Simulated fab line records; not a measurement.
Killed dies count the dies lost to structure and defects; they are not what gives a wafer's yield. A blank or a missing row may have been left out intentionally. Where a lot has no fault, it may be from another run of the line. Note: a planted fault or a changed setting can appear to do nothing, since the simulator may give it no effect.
fab line records ; flow n5_finfet
record lots=4; wafers=12; last_day=17
route steps=1938 shown BEOL_M7@1307 BEOL_M8@1332 PASSIVATION@1936
lots that met no fault: taken from a fault-free run of the same line
start_h: the number of hours between the record's first day and the start of the first shown wafer of the lot ; wait_h: time in hours since the lot's previous step ; " the same as in the row above ; L1.1+2: a single row standing in for several wafers ; - no value, or no start was given ; * or withheld: withheld ; < > ~ a bound
route shown NAME@n: a module of which the file shows steps, and the number in the route of the first ; usual: mean and standard deviation over wafers with no fault ; same: alike in all rows ; chamber/n: place in a boat ; sites: the reading at each site ; _std_site: their standard deviation ; _edge_site: outer sites' mean less inner sites' ; radius_mm: for every site, how far away it sits from the centre of the wafer ; mask NAME#n: copy n ; behind: the most recent tool/chamber to have shaped the wafer ; hold: why the lot went on hold/how many hours it stayed there/how the hold came to an end ; device: names the non-switching transistor (n, p or np) ; end of line: the same wafers' tests at the end of the route ; for a step that has no rows: nothing shown but its recipe ; killed: the dies lost at the first sort to structure and to defects; this is not the yield of the wafer ; map: dies across one wafer; x = killed, . = not, _ = none there
set.NAME: the setting that was run; set.NAME@STEP: the one run at that earlier step ; model.NAME: the simulator's own value behind a step, which no gauge read
lots seen at some steps along the route; tables by step, rows by wafer
services: when a tool's chamber went out of use (start_h, in hours from the record's first day, below 0 if earlier), for how many hours, and the reason
## steps
# step N5_BEOL_M7_STRIP_36
# recipe chemistry=N2/H2; power_w=450; temp_c=40; pressure_mtorr=20; rf_frequency_hz=6e+07; overash_fraction=0.3; bias_power_w=7; h2_frac=0.5; n2_flow_sccm=200; h2_flow_sccm=200
# step N5_BEOL_M7_TRENCH_ETCH_37
# recipe chemistry=C4F6/O2; target_depth_a=934.78; target=SiCOH_lowk; time_s=31.2; ion_energy_ev=250; pressure_mtorr=30; source_w=345; bias_w=185; Ar_flow_sccm=300; C4F6_flow_sccm=10; O2_flow_sccm=10
# step N5_BEOL_M7_ETCH_41
# recipe chemistry=CH3F/O2; target=SiCN; target_depth_a=319; taper_deg=2; time_s=57.8; ion_energy_ev=120; mask_material=TiN; pressure_mtorr=30; source_w=395; bias_w=75; Ar_flow_sccm=150; CH3F_flow_sccm=30; O2_flow_sccm=20
# step N5_BEOL_M7_STRIP_80
# recipe chemistry=N2/H2; time_s=10; power_w=450; temp_c=40; pressure_mtorr=20; rf_frequency_hz=6e+07; bias_power_w=7; n2_flow_sccm=200; h2_flow_sccm=200
# step N5_BEOL_M7_HM_STRIP_39
# recipe chemistry=peroxide_tin_strip; material=TiN; target_depth_a=250; temp_c=50; time_s=158
# step N5_BEOL_M7_SRD_40
# recipe time_s=30; temp_c=23; rinse_liquid=diw; dry=ipa_marangoni
# step N5_BEOL_M7_PRECLEAN_42
# recipe chemistry=residue_remover; time_s=60; temp_c=40
# step N5_BEOL_M7_SRD_43
# recipe time_s=30; temp_c=23; rinse_liquid=diw; dry=ipa_marangoni
# step N5_BEOL_M7_CURE_75
# recipe temp_c=370; time_s=120; ambient=DMADMS/He; material=SiCOH_lowk
# step N5_BEOL_M7_DEGAS_44
# recipe ambient=vacuum; temp_c=250; time_s=60
# step N5_BEOL_M7_PRE_CLEAN_45
# recipe gas=H2/He; time_s=30; temp_c=250
# usual heater_power_w=322/23
lot.wafer;tool;chamber;start_h;wait_h;heater_power_w
L315.2;pvd_sputter-02;-;218.21;0.0;324
L315.3;pvd_sputter-02;-;218.21;0.0;315
L315.5;pvd_sputter-02;-;218.21;0.0;329
L324.1;pvd_sputter-02;-;315.74;0.0;317
L324.4;pvd_sputter-02;-;315.74;0.0;315
L324.5;pvd_sputter-02;-;315.74;0.0;316
L325.2;pvd_sputter-02;-;323.09;0.0;317
L325.5;pvd_sputter-02;-;323.09;0.0;330
L325.6;pvd_sputter-02;-;323.09;0.0;317
L317.1;pvd_sputter-03;-;338.40;0.0;285
L317.2;pvd_sputter-03;-;338.40;0.0;381
L317.5;pvd_sputter-03;-;338.40;0.0;335
# step N5_BEOL_M7_ALD_77
# recipe material=TaN; target_thk_a=20; temp_c=275; ald_precursor_family=PDMAT; ald_co_reactant=NH3; pressure_torr=3; carrier_flow_sccm=1500; pulse_time_s=2; purge_time_s=3; co_reactant_purge_time_s=2; co_reactant_pulse_time_s=3; ald_cycles=40; precursor_vessel_temp_c=75; precursor_vessel_pressure_torr=26.25; precursor_vessel_carrier_sccm=1000
# step N5_BEOL_M7_SURFACE_TREAT_79
# recipe gas=Ar; time_s=*; ion_energy_ev=*; ion_current_ma_cm2=0.5; pressure_mtorr=*; ar_flow_sccm=30
# step N5_BEOL_M7_CVD_78
# recipe material=Co; target_thk_a=20; temp_c=withheld; precursor=CCTBA/H2; pressure_torr=30; time_s=142.3
# step N5_BEOL_M7_SPUTTER_48
# recipe material=Cu; target_thk_a=100; temp_c=-20; bias_v=60; power_w=26000; chamber_pressure_pa=0.13; time_s=1.667
# step N5_BEOL_M7_ECD_50
# recipe material=Cu; target_thk_a=3000
# step N5_BEOL_M7_ANNEAL_51
# recipe temp_c=225; time_s=90; ambient=N2
# step N5_BEOL_M7_CMP_52
# recipe stop_on=SiCOH_lowk; t_overpolish_s=6.9; down_force_psi=1; platen_rpm=50; clearing_platen_down_force_psi=1.5; clearing_platen_rpm=50; post_cmp_clean=cu_alkaline; target_thk_nm=80; clearing_platen_pad_velocity_m_s=0.99484; pad_velocity_m_s=0.99484
# step N5_BEOL_M7_PRE_CLEAN_55
# recipe gas=NH3; time_s=15; temp_c=withheld; rf_power_w=300
# step N5_BEOL_M7_DEP_56
# recipe material=SiCN; target_thk_a=100; temp_c=withheld; precursor=3MS/NH3; pressure_torr=3; rf_w=202; time_s=17.5
# step N5_BEOL_M8_ILD_DEP_00
# recipe material=SiCOH_lowk; target_thk_a=1797.5; temp_c=300; precursor=DEMS/porogen; pressure_torr=5; rf_w=500; time_s=33.4
# step N5_BEOL_M8_CURE_74
# recipe temp_c=385; time_s=240; ambient=He/Ar; material=SiCOH_lowk
# step N5_BEOL_M8_PECVD_70
# recipe material=SiO2; target_thk_a=200; temp_c=400; precursor=TEOS/O2; pressure_torr=5.5; rf_w=450; teos_flow_sccm=53.8; gas=O2; flow_sccm=3000; time_s=22.7
# step N5_BEOL_M8_HM_DEP_02
# recipe material=TiN; target_thk_a=200; temp_c=25; chamber_pressure_pa=0.49996
# step N5_BEOL_M8_COAT_59
# recipe resist=SOC; temp_c=250; time_s=60; spin_rpm=1500; resist_thk_nm=100
# step N5_BEOL_M8_COAT_60
# recipe resist=SiARC; temp_c=220; time_s=60; spin_rpm=1500; resist_thk_nm=35
# step N5_BEOL_M8_COAT_05
# recipe resist=CAR-ArF; spin_rpm=1500; resist_thk_nm=90
# step N5_BEOL_M8_EBR_07
# recipe solvent=PGMEA; ebr_width_mm=1.5
# step N5_BEOL_M8_SOFTBAKE_06
# recipe temp_c=110; time_s=60; resist=CAR-ArF
# step N5_BEOL_M8_EXPOSE_08
# recipe mask_id=M8; na=1.35; source_shape=dipole; sigma_inner=0.817; sigma_outer=0.97; polarization=te; dose_mj=68.25
# step N5_BEOL_M8_PEB_09
# recipe peb_temp_c=withheld; peb_time_s=60; resist=CAR-ArF
# step N5_BEOL_M8_DEVELOP_10
# recipe develop_time_s=30; developer=TMAH; resist=CAR-ArF; rinse_liquid=diw; dry=air_spin; dev_temp_c=23
# step N5_BEOL_M8_DESCUM_16
# recipe chemistry=O2; time_s=7.9; source_power_w=50; bias_power_w=20; pressure_mtorr=20; rf_frequency_hz=2.712e+07; temp_c=40; resist=CAR-ArF; o2_flow_sccm=225
# step N5_PASSIVATION_PROBE_49
# usual defect_limited_yield=90.9/1.4; killed_at_M0_to_M3=38/11; killed_at_M4_up=13/5.9; killed_at_contacts=14/6.4; killed_at_front_end=38/11; killed_at_other=3.3/2.5; killed_dies=107/16; killed_on_rim=14/3.6; killed_open=70/12; killed_short=35/7.7; sort_bin_5_function=5.3/0.94; sort_bin_6_memory=3.5/0.7; sort_n_pass=1073/16; sort_yield_pct=90.9/1.4
# same gross_dies=1180; killed_at_back_side=0; sort_bin_4_leakage[%]=0; sort_bin_8_speed[%]=0
lot.wafer;tool;chamber;start_h;wait_h;defect_limited_yield[%];killed_at_M0_to_M3;killed_at_M4_up;killed_at_contacts;killed_at_front_end;killed_at_other;killed_dies;killed_on_rim;killed_open;killed_short;sort_bin_5_function[%];sort_bin_6_memory[%];sort_n_pass;sort_yield_pct[%]
L315.2;prober-01;-;290.97;0.1;91.5;35;11;20;31;3;100;15;68;32;5.4;3.0;1080;91.5
L315.3;prober-01;-;291.02;0.1;88.4;48;20;14;49;6;137;19;95;40;7.3;4.0;1043;88.4
L315.5;prober-01;-;291.12;0.2;90.3;40;11;24;39;1;115;16;80;35;6.1;3.6;1065;90.3
L324.1;prober-02;-;395.80;0.0;80.4;33;164;2;30;2;231;19;72;28;12.3;3.8;949;80.4
L324.4;prober-02;-;395.95;0.2;89.4;35;21;16;51;2;125;22;84;40;5.8;4.3;1055;89.4
L324.5;prober-02;-;396.00;0.2;91.0;52;18;11;25;0;106;6;77;29;5.8;2.7;1074;91.0
L325.2;prober-02;-;406.71;0.1;92.1;39;9;9;34;2;93;14;55;36;4.5;3.2;1087;92.1
L325.5;prober-02;-;406.86;0.2;92.1;43;10;6;31;3;93;11;60;30;4.0;3.7;1087;92.1
L325.6;prober-02;-;406.91;0.3;81.5;36;139;8;30;5;218;15;62;26;11.5;4.4;962;81.5
L317.1;prober-02;-;418.35;0.0;91.4;44;8;12;37;1;102;10;66;36;5.5;2.8;1078;91.4
L317.2;prober-02;-;418.40;0.1;92.2;47;12;12;18;3;92;13;50;41;4.9;2.5;1088;92.2
L317.5;prober-02;-;418.55;0.2;91.3;36;12;6;47;2;103;11;59;43;5.2;3.4;1077;91.3
# killed by level:class
L315.2 MOL_CONTACT_COAG:geometric_particle:open=19 BEOL_M3:geometric_particle:open=9 FIN_SAQP:geometric_particle:short=7 BEOL_M2:geometric_particle:open=7 BEOL_M0_SAQP:geometric_particle:open=6 FIN_SAQP:geometric_particle:open=5 GATE_CUT:geometric_particle:short=4 BEOL_M1:geometric_particle:open=4
L315.3 BEOL_M3:geometric_particle:open=15 BEOL_M0_SAQP:geometric_particle:open=15 MOL_CONTACT_COAG:geometric_particle:open=13 BEOL_M4:geometric_particle:open=9 GATE_CUT:geometric_particle:short=9 FIN_SAQP:geometric_particle:open=7 BEOL_M0_SAQP:geometric_particle:short=7 BEOL_M2:geometric_particle:open=6
L315.5 MOL_CONTACT_COAG:geometric_particle:open=17 FIN_SAQP:geometric_particle:open=9 BEOL_M0_SAQP:geometric_particle:open=9 BEOL_M3:geometric_particle:open=8 MOL_CONTACT_COAG:geometric_particle:short=7 BEOL_M0_SAQP:geometric_particle:short=7 BEOL_M2:geometric_particle:open=6 FIN_SAQP:geometric_particle:short=5
L324.1 BEOL_M7:unspecified=130 BEOL_M4:geometric_particle:open=20 DUMMY_GATE:geometric_particle:open=9 BEOL_M2:geometric_particle:open=8 BEOL_M4:geometric_particle:short=8 STI_FIN_REVEAL:geometric_particle:open=6 BEOL_M1:geometric_particle:open=6 BEOL_M3:geometric_particle:open=6
L324.4 STI_FIN_REVEAL:geometric_particle:open=16 MOL_CONTACT_COAG:geometric_particle:open=15 BEOL_M3:geometric_particle:open=8 BEOL_M4:geometric_particle:open=7 BEOL_M4:geometric_particle:short=7 FIN_SAQP:geometric_particle:open=6 FIN_SAQP:geometric_particle:short=6 BEOL_M2:geometric_particle:open=6
L324.5 BEOL_M3:geometric_particle:open=15 BEOL_M4:geometric_particle:open=14 MOL_CONTACT_COAG:geometric_particle:open=11 FIN_SAQP:geometric_particle:short=7 BEOL_M0_SAQP:geometric_particle:short=7 BEOL_M2:geometric_particle:open=7 FIN_SAQP:geometric_particle:open=6 BEOL_M0_SAQP:geometric_particle:open=6
L325.2 BEOL_M3:geometric_particle:open=13 FIN_SAQP:geometric_particle:open=6 GATE_CUT:geometric_particle:short=6 BEOL_M0_SAQP:geometric_particle:open=6 MOL_CONTACT_COAG:geometric_particle:open=5 BEOL_M0_SAQP:geometric_particle:short=5 MOL_CONTACT_COAG:geometric_particle:short=4 BEOL_M1:geometric_particle:open=4
L325.5 BEOL_M0_SAQP:geometric_particle:open=9 BEOL_M0_SAQP:geometric_particle:short=9 STI_FIN_REVEAL:geometric_particle:open=8 BEOL_M2:geometric_particle:open=8 BEOL_M3:geometric_particle:open=7 FIN_SAQP:geometric_particle:open=6 MOL_CONTACT_COAG:geometric_particle:open=5 GATE_CUT:geometric_particle:short=4
L325.6 BEOL_M7:unspecified=128 BEOL_M3:geometric_particle:open=16 FIN_SAQP:geometric_particle:open=11 FIN_SAQP:geometric_particle:short=6 BEOL_M1:geometric_particle:open=6 MOL_CONTACT_COAG:geometric_particle:open=6 BEOL_M3:geometric_particle:short=5 BEOL_M0_SAQP:geometric_particle:short=4
L317.1 STI_FIN_REVEAL:geometric_particle:open=13 BEOL_M2:geometric_particle:open=13 MOL_CONTACT_COAG:geometric_particle:open=10 BEOL_M0_SAQP:geometric_particle:open=10 BEOL_M0_SAQP:geometric_particle:short=8 BEOL_M2:geometric_particle:short=7 FIN_SAQP:geometric_particle:short=6 BEOL_M5:geometric_particle:open=5
L317.2 BEOL_M2:geometric_particle:open=14 MOL_CONTACT_COAG:geometric_particle:open=10 BEOL_M2:geometric_particle:short=10 BEOL_M0_SAQP:geometric_particle:short=9 BEOL_M0_SAQP:geometric_particle:open=7 FIN_SAQP:geometric_particle:short=5 BEOL_M1:geometric_particle:open=5 BEOL_M5:geometric_particle:short=5
L317.5 FIN_SAQP:geometric_particle:short=8 GATE_CUT:geometric_particle:short=8 STI_FIN_REVEAL:geometric_particle:open=7 BEOL_M2:geometric_particle:open=7 BEOL_M1:geometric_particle:open=6 BEOL_M3:geometric_particle:open=6 ILD0:geometric_particle:short=5 BEOL_M0_SAQP:geometric_particle:open=5
# map L324.1 (x killed, . not)
_________________............________________
______________...........x......_____________
___________..........x...........x.__________
__________.........................._________
________.x.....x..x..........x...x...._______
_______x........x........x..x..........______
______...x............x............x...._____
_____....xx..x....x......................____
____x......x....x......................x.x___
___...x...........x...x..................x.__
___.....x..........................x....x..__
__...............x.x......xx...............x_
__..........x.......x..x...................._
_xx...........x.x......x...x......x.x......x.
_........................x........x...x......
_x........x.....x..................x...x.....
_....x..x...............x............x.x...x.
_............x....xxx.x..x..x................
_........x........xxxxxx.xxx.......x.......x.
_...........x..xxxxxxxxxxxx..................
_x........x...xxxxxxxxxxxxxx.x.x...xx........
__.x.......x.x.xxxxxxxxxxxxxx...xx...xx...x._
__.............xxxxxxxxxxxxx.........x.....x_
___xx..........xxxxxxxxxxxxx....x.........x__
___............xxxxxxxxxxxx..x.............__
____.............xxxxxxxxxx..............x___
_____..x......x..xxxxxxxxx...........xx..____
______............xxx.xxxxx.........x..._____
_______..x.......xxxxxxx..x....x.....x.______
________..............x.............x._______
__________.x......x................._________
___________......x......x..........__________
______________.................._____________
_________________............________________
# map L325.6 (x killed, . not)
_________________.........x..________________
______________..x..............x_____________
___________.....................x..__________
__________..................x......._________
________x...............x.x..........._______
_______......x...........x.....x.......______
______............x..........xx...x....._____
_____.......x..........x.................____
____...............x...x.....x.........x..___
___...........................x......x.....__
___x.....x.x..............x................__
__.....................x..............x.x..._
__..x..................x...x...x...........x_
_.......x...x.......x................x.x..x..
_...............xx..................x...x....
_............x....x.....x..............x.....
_.......x....................x...............
_.............x....xxxxx.xx...........x......
_...x...........x.xxx.xxxx.x.x....x..........
_...............x.xxxxxxxxx..x.......x.......
_x.............xxxxxxxxxxxx..................
__.............xxxxxxxxxxxxx.xx.........x..._
__..........x...xxxxxxxxxxxxxx.x.....x......_
___x....x.xx..xxxxxxxxxxxxxx..x......x.....__
___.....x.....xxxxxxxxxxxxxxxx......x......__
____.............xxxxxxxxxx.x.............___
_____.x..........xxxxx.xxxxxx............____
______........x.x.xxxxxx................_____
_______......x.........x........x......______
________.x.....x..xx.........x........_______
__________.......x............x.x.x._________
___________x...........x..x.xx.....__________
______________...............x.._____________
_________________.x..........________________
## services
tool;chamber;start_h;hours;kind
pvd_sputter-03;-;205.12;1.6;repair
## key
first_sign step=N5_PASSIVATION_PROBE_49; reading=killed_at_M4_up; direction=up; sigmas=24; usual=13; struck=152
effect step=N5_PASSIVATION_PROBE_49; reading=defect_limited_yield; direction=down; sigmas=7.2; usual=90.9; struck=81.0
more_kills_born_at N5_BEOL_M7_PRE_CLEAN_45@pvd_sputter-02=258
met_at N5_BEOL_M7_PRE_CLEAN_45
struck_wafers L324.1,L325.6
onset_between 218.21 315.74
fault kind=chamber_particle_source; tool=pvd_sputter-02; chamber=-; onset_h=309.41; steps=N5_BEOL_M7_PRE_CLEAN_45; rate_per_visit_cm2=0.97667; end_h=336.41; scope=struck_wafers_only
